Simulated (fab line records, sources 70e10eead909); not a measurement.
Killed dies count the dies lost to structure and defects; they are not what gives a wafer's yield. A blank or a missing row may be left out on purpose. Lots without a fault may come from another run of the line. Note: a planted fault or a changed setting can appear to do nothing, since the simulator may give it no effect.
Which tool was responsible? ; flow nand harc ; 18 wafers sampled from 6 lots at 1 step of a route of 1302

## WHAT EACH GAUGE READ, for each wafer
NHARC_A_M1_THK_MEAS_24: measures by xrf.
lot;measured;on;thk nm (nm)
L315;day 23 18:48;film metro-01;153.5 157.2 155.2
L316;day 24 13:05;film metro-01;153.1 151.0 153.0
L325;day 27 21:35;film metro-02;154.2 156.6 156.2
L329;day 30 04:19;film metro-01;154.5 154.6 151.8
L331;day 31 05:05;film metro-01;153.5 153.9 154.7
L333;day 32 03:31;film metro-01;155.2 156.3 154.1

## TOOL THAT RAN EACH LOT (tool first, then ch and the chambers of the sampled wafers, then the start)
No process step before these readings appears in the record.

## THE ANSWER, worked out from the rows above alone
Rule: what is usual is taken from the lots themselves. The widest of any qualifying gaps counts: lots, ordered by their means at a reading, are off when they make up no more than a third of the lots, leave a main group of 4 or more, and stand apart from it by 3 or more times the standard deviation of that group's means. If all means in a main group match to the digits the tables above print for the reading, that group is not used. Also off: a lot with no number at a reading for which 4 or more lots have one. Where the step has rows for the other lots, those lots are counted as sound.
Nothing can be told from this: no lot is off at any reading shown.

## WHAT WAS PUT IN BY THE SIMULATOR
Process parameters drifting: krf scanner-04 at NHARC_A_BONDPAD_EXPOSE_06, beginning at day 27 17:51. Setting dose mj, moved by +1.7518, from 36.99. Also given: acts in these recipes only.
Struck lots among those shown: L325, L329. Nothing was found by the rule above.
